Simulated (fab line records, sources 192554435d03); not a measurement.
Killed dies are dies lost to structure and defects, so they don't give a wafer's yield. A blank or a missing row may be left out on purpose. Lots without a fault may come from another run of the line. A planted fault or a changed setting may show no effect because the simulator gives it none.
Split-lot experiment | flow n5_finfet | 7 lots, 21 wafers read, on a route of 1938 steps

THE SPLIT
At N5_BEOL_M11_DEP_56 (deposits SiCN from 3MS/NH3, target thk 30 nm, time 10.5 s), the setting time_s was moved away from the recipe's 10.5 s on 9 of the 21 wafers read, by -9.6% to +12.8%. The other wafers ran this setting at the recipe's value.

The reading is taken at the split's own step.

THE READING
SiCN_of_BEOL_M11_DEP_56.thk_nm (the simulator's own value, which no gauge read), in nm, at N5_BEOL_M11_DEP_56 (deposits SiCN from 3MS/NH3, target thk 30 nm, time 10.5 s). The file gives no usual value for it. The 12 wafers here that ran the recipe average 29.9 nm, standard deviation 0.39 nm.

wafer  | tool, chamber at the split | time_s as run, s | against the recipe | SiCN_of_BEOL_M11_DEP_56.thk_nm, nm | against lot-mates on the recipe
L077.4 | pecvd-03, 2,1              | 11.32            | +7.8%              | 32.6                               | +2.4
L077.6 | pecvd-03, 2,1              | 11.32            | +7.8%              | 32.6                               | +2.4
L077.5 | pecvd-03, 0                | 10.5             | recipe             | 30.2                               | -
L081.1 | pecvd-03, 0                | 10.01            | -4.7%              | 28.8                               | -1.5
L081.5 | pecvd-03, 1                | 10.5             | recipe             | 30.6                               | -
L081.6 | pecvd-03, 2                | 10.5             | recipe             | 30                                 | -
L083.3 | pecvd-01, 0                | 11.32            | +7.8%              | 31.4                               | +1.8
L083.4 | pecvd-01, 2                | 11.32            | +7.8%              | 32.4                               | +2.8
L083.6 | pecvd-01, 0                | 10.5             | recipe             | 29.6                               | -
L084.4 | pecvd-01, 1                | 10.5             | recipe             | 29.2                               | -
L084.5 | pecvd-01, 0                | 10.5             | recipe             | 29.8                               | -
L084.6 | pecvd-01, 2                | 10.5             | recipe             | 29.6                               | -
L088.2 | pecvd-03, 1                | 10.5             | recipe             | 30                                 | -
L088.5 | pecvd-03, 0                | 9.487            | -9.6%              | 27.8                               | -2.4
L088.6 | pecvd-03, 2                | 10.5             | recipe             | 30.4                               | -
L093.2 | pecvd-01, 0                | 10.5             | recipe             | 29.4                               | -
L093.3 | pecvd-01, 1                | 11.7             | +11.4%             | 32.8                               | +3.4
L093.5 | pecvd-01, 0                | 11.7             | +11.4%             | 33.4                               | +4.0
L097.2 | pecvd-02, 1                | 10.5             | recipe             | 30                                 | -
L097.4 | pecvd-02, 0                | 10.5             | recipe             | 29.8                               | -
L097.5 | pecvd-02, 2                | 11.84            | +12.8%             | 33.4                               | +3.5
Where a row lists several chambers, the file gives one row for several wafers and doesn't say which wafer went through which chamber.

THE FIT
A straight line over all 21 wafers: SiCN_of_BEOL_M11_DEP_56.thk_nm changes by +0.271 nm for each +1% of time_s; r = +0.97; the points scatter about the line by 0.42 nm.
The same after taking each lot's own level away (the mean of its wafers on the recipe; 21 wafers): +0.294 nm for each +1%; r = +0.99; scatter 0.29 nm.
On that fit, the largest move of time_s shifts the reading by 3.8 nm.
The lots' own levels span 29.40 to 30.30 nm, that is 2.3 times the standard deviation above.
So the lot-to-lot level changes the slope little: the two slopes agree.
Check: with one of the wafers moved furthest among these (+12.8%) left out of the fit, the line predicts +3.88 nm for it against its lot-mates. It came out at +3.5 nm against them.

THE FILE'S OWN FIT
SiCN_of_BEOL_M11_DEP_56.thk_nm changes by +0.29 nm for each +1% of time_s, r = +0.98.
